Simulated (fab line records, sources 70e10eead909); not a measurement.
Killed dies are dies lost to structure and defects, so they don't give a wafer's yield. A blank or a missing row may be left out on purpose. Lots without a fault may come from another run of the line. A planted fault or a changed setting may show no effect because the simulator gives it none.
A struck lot beside a sound one | flow nand_harc | 14 steps out of a route of 1159
Sound: wafers L674.2, L674.3, L674.6. Struck: wafers L679.1, L679.4. (L679.2 of the same lot was not struck and is left out.) The cause comes at the end.
At each step with rows: each side's tool, then ch and its chambers, then its first start. Under that, the readings that differ: sound wafers | struck wafers | difference of the means | sigmas: that difference in standard deviations of wafers without a fault.
alike: readings whose means differ by less than 2 such deviations, and words and numbers that are the same on both sides. not compared: withheld readings, readings that some wafer has no value for, bounds like >300 that may hide the same value, and numbers for which the record gives no deviation and whose values overlap.
The two part at a step that has a row with sigmas, a row that says differs or no value, or rows on one side only. Numbers that don't overlap but have no deviation are shown without sigmas and don't part them. A reading that every wafer of one side lacks parts them only if that side has two wafers or more.

first, 7 steps without rows for these wafers: NHARC_A_CONTACT_COAT_35 (time 65 s); NHARC_A_CONTACT_COAT_36 (resist thk 90 nm); NHARC_A_CONTACT_SOFTBAKE_37 (time 55 s); NHARC_A_CONTACT_EBR_38; NHARC_A_CONTACT_EXPOSE_39 (exposes mask A CC 3); NHARC_A_CONTACT_PEB_40 (peb time 65 s); NHARC_A_CONTACT_DEVELOP_41 (develop time 35 s).
NHARC_A_CONTACT_CD_MEAS_42: target cd 200 nm.
  sound on cd_sem-03 ch 0, day 18 14:33; struck on cd_sem-03 ch 0, day 18 22:22
  alike: cd_nm
NHARC_A_CONTACT_OVL_MEAS_43:
  sound on overlay-02, day 18 14:38; struck on overlay-01, day 18 22:28
  alike: overlay_x_nm, overlay_y_nm
NHARC_A_CONTACT_INSPECT_44:
  sound on defect_inspect-02, day 18 14:41; struck on defect_inspect-01, day 18 22:29
  alike: raw_defect_count
NHARC_A_CONTACT_DESCUM_47: chemistry O2, time 3 s.
  sound on rie_diel-02 ch 2,3, day 18 14:44; struck on rie_diel-02 ch 0,2, day 18 22:33
  reading                | sound                | struck        | difference | sigmas
  throttle_valve_pct (%) | 11.298 11.312 11.304 | 11.316 11.329 | +0.018     | +2
  alike: chamber_pressure_mTorr, drypump_motor_current_A, mfc_ar_sccm, oes_product_au, rf_vpp_V, showerhead_plenum_p_Torr
  not compared: rf_hours_counter_h
NHARC_A_CONTACT_ETCH_48: etches the open film in CF4, target depth 39 nm, time 65 s.
  sound on rie_diel-02 ch 0,1,2, day 18 14:52; struck on rie_diel-02 ch 0,2, day 18 22:40
  alike: chamber_pressure_mTorr, drypump_motor_current_A, mfc_ar_sccm, oes_product_au, rf_fwd_power_W, rf_vpp_V, run_length_s, showerhead_plenum_p_Torr, throttle_valve_pct
  not compared: rf_hours_counter_h
NHARC_A_CONTACT_ETCH_49: etches the open film in N2/H2, target depth 260 nm, time 475.3 s.
  sound on rie_diel-02 ch 2,3, day 18 14:56; struck on rie_diel-02 ch 0, day 18 22:46
  reading                        | sound                | struck        | difference                    | sigmas
  chamber_pressure_mTorr (mTorr) | 29.946 29.971 29.957 | 30.011 30.024 | +0.059                        | +2
  rf_fwd_power_W (W)             | 399.2 398.1 400.8    | - -           | no value on the struck wafers |
  rf_vpp_V (V)                   | 428.2 428.8 428.2    | 432.3 432.8   | +4.2                          | +2
  run_length_s (s)               | 496.9 496.2 496.6    | 418.1 418.4   | -78.3                         | -99 or more
  alike: drypump_motor_current_A, mfc_ar_sccm, oes_product_au, showerhead_plenum_p_Torr, throttle_valve_pct
  not compared: rf_hours_counter_h
NHARC_A_CONTACT_ETCH_50: etches the open film in CF4/CHF3, target depth 84.7 nm, time 42.4 s.
  sound on rie_diel-02 ch 0,2,3; struck on rie_diel-02 ch 3
  alike: chamber_pressure_mTorr, chf3_flow_sccm, drypump_motor_current_A, mfc_ar_sccm, oes_product_au, rf_fwd_power_W, rf_vpp_V, run_length_s, showerhead_plenum_p_Torr, throttle_valve_pct
  not compared: rf_hours_counter_h

WHERE THEY PART
First at NHARC_A_CONTACT_DESCUM_47; last, within this record, at NHARC_A_CONTACT_ETCH_49. Later steps at which nothing parts them and some readings are alike: NHARC_A_CONTACT_ETCH_50.

WHY: what the simulator had put in
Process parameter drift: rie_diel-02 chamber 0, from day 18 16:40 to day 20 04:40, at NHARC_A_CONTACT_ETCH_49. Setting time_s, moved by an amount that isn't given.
